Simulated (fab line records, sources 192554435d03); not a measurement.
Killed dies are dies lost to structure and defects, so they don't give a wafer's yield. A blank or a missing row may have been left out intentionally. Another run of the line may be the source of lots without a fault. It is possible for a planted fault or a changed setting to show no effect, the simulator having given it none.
Chamber matching :: flow n5_finfet :: N5_BEOL_M2_ALD_84 on ald_metal-03: 4 sister chambers
The step deposits TaN, pulse time 2 s, purge time 3 s, co reactant purge time 2 s. 4 wafers are shown with their chamber, then 12 later ones without.

## WAFERS WITH THEIR CHAMBER
wafer: L088.3
chamber: 3
heater_power_w (W): 352

wafer: L089.1
chamber: 1
heater_power_w (W): 495

wafer: L089.2
chamber: 2
heater_power_w (W): 452

wafer: L089.3
chamber: 0
heater_power_w (W): 420

## WAFERS WITH NO CHAMBER GIVEN
wafer: L089.4
heater_power_w (W): 364

wafer: L089.5
heater_power_w (W): 420

wafer: L089.6
heater_power_w (W): 487

wafer: L093.1
heater_power_w (W): 422

wafer: L093.5
heater_power_w (W): 419

wafer: L093.6
heater_power_w (W): 496

wafer: L097.2
heater_power_w (W): 356

wafer: L097.4
heater_power_w (W): 354

wafer: L097.5
heater_power_w (W): 461

wafer: L094.2
heater_power_w (W): 422

wafer: L094.3
heater_power_w (W): 445

wafer: L094.5
heater_power_w (W): 409

## WHICH CHAMBER EACH WENT THROUGH
wafer: L089.4
from the rows above: 3
in truth: 3

wafer: L089.5
from the rows above: 0
in truth: 0

wafer: L089.6
from the rows above: 1
in truth: 1

wafer: L093.1
from the rows above: 0
in truth: 0

wafer: L093.5
from the rows above: 0
in truth: 0

wafer: L093.6
from the rows above: 1
in truth: 1

wafer: L097.2
from the rows above: 3
in truth: 3

wafer: L097.4
from the rows above: 3
in truth: 3

wafer: L097.5
from the rows above: 2
in truth: 2

wafer: L094.2
from the rows above: 0
in truth: 0

wafer: L094.3
from the rows above: 2
in truth: 2

wafer: L094.5
from the rows above: 0
in truth: 0
Placed correctly: 12 of 12. Can't be placed from these rows: 0. Wrongly placed: 0.
How it was worked out, from the rows above alone: a wafer's distance from a chamber is the root of the sum, over the readings, of the square of ((its reading less the chamber's mean) divided by the reading's scatter). If the next closest chamber is less than 2 further off than the closest, the wafer can't be placed; otherwise it belongs to the closest. A chamber's mean is the mean of its shown wafers. The scatter (one wafer shown for each chamber): square how far every hidden wafer sits from the nearest shown wafer, average those squares and take the square root.
